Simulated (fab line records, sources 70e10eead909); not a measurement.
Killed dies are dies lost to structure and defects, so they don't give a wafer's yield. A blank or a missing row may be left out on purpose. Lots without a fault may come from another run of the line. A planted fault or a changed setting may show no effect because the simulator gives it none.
A struck lot beside a sound one | flow nand_harc | 13 steps out of a route of 1302
Sound: wafers L194.1, L194.5, L194.6. Struck: wafers L208.1, L208.4, L208.5. The cause comes at the end.
At each step with rows: each side's tool, then ch and its chambers, then its first start. Under that, the readings that differ: sound wafers | struck wafers | difference of the means | sigmas: that difference in standard deviations of wafers without a fault.
alike: readings whose means differ by less than 2 such deviations, and words and numbers that are the same on both sides. not compared: withheld readings, readings that some wafer has no value for, bounds like >300 that may hide the same value, and numbers for which the record gives no deviation and whose values overlap.
The two part at a step that has a row with sigmas, a row that says differs or no value, or rows on one side only. Numbers that don't overlap but have no deviation are shown without sigmas and don't part them. A reading that every wafer of one side lacks parts them only if that side has two wafers or more.

first, 1 step without rows for these wafers: NHARC_A_STAIRCASE_HARDBAKE_10 (time 140 s).
NHARC_A_STAIRCASE_DESCUM_11: chemistry O2, time 3 s.
  sound on rie_diel-05 ch 0,2,3, day 17 18:53; struck on rie_diel-05 ch 0,1,3, day 23 15:17
  alike: drypump_motor_current_A, oes_product_au, rf_vpp_V, showerhead_plenum_p_Torr, throttle_valve_pct
  not compared: rf_hours_counter_h
then, 1 step without rows for these wafers: NHARC_A_STAIRCASE_TRIM_12 (chemistry O2, time 211.2 s).
NHARC_A_STAIRCASE_ETCH_13: etches the open film in C4F8/O2, target depth 100 nm, time 40.5 s.
  sound on rie_diel-05 ch 0,1,2; struck on rie_diel-05 ch 0,1
  alike: oes_product_au, rf_vpp_V
  not compared: rf_hours_counter_h
NHARC_A_STAIRCASE_TRIM_14: chemistry O2, time 211.2 s.
  sound on rie_diel-05 ch 1,2,3; struck on rie_diel-05 ch 0,1,3
  alike: chamber_pressure_mTorr, drypump_motor_current_A, oes_product_au, rf_vpp_V, showerhead_plenum_p_Torr, throttle_valve_pct
  not compared: rf_hours_counter_h
then, 1 step without rows for these wafers: NHARC_A_STAIRCASE_ETCH_15 (etches the open film in C4F8/O2, target depth 100 nm, time 40.5 s).
NHARC_A_STAIRCASE_TRIM_16: chemistry O2, time 211.2 s.
  sound on rie_diel-05 ch 1,2; struck on rie_diel-05 ch 0,1,2
  alike: chamber_pressure_mTorr, drypump_motor_current_A, oes_product_au, rf_vpp_V, showerhead_plenum_p_Torr, throttle_valve_pct
  not compared: rf_hours_counter_h
then, 1 step without rows for these wafers: NHARC_A_STAIRCASE_ETCH_17 (etches the open film in C4F8/O2, target depth 100 nm, time 40.5 s).
NHARC_A_STAIRCASE_TRIM_18: chemistry O2, time 211.2 s.
  sound on rie_diel-05 ch 0,1; struck on rie_diel-05 ch 2,3
  alike: chamber_pressure_mTorr, drypump_motor_current_A, oes_product_au, rf_vpp_V, showerhead_plenum_p_Torr, throttle_valve_pct
  not compared: rf_hours_counter_h
then, 1 step without rows for these wafers: NHARC_A_STAIRCASE_ETCH_19 (etches the open film in C4F8/O2, target depth 100 nm, time 40.5 s).
NHARC_A_STAIRCASE_TRIM_20: chemistry O2, time 211.2 s.
  sound on rie_diel-04 ch 0,1, day 17 20:02; struck on rie_diel-04 ch 1,3, day 23 16:24
  no value came back on the struck wafers for any of 7 readings (bias_w (W), chamber_pressure_mTorr (mTorr) and others); on the sound wafers bias_w (W) reads 0 0 0
  not compared: rf_hours_counter_h
then, 1 step without rows for these wafers: NHARC_A_STAIRCASE_ETCH_21 (etches the open film in C4F8/O2, target depth 100 nm, time 40.5 s).
-- the record jumps here: 9 days lie between the struck wafers' starts before and after (it left off in module A_STAIRCASE and takes up again in module END, whose first step shown is number 1302 of the route) --
NHARC_END_SORT_01:
  the record has rows for the struck wafers here (prober-01 ch 0, day 32 18:03) and none for the sound ones

WHERE THEY PART
First at NHARC_A_STAIRCASE_TRIM_20; last, within this record, at NHARC_END_SORT_01.

WHY: what the simulator had put in
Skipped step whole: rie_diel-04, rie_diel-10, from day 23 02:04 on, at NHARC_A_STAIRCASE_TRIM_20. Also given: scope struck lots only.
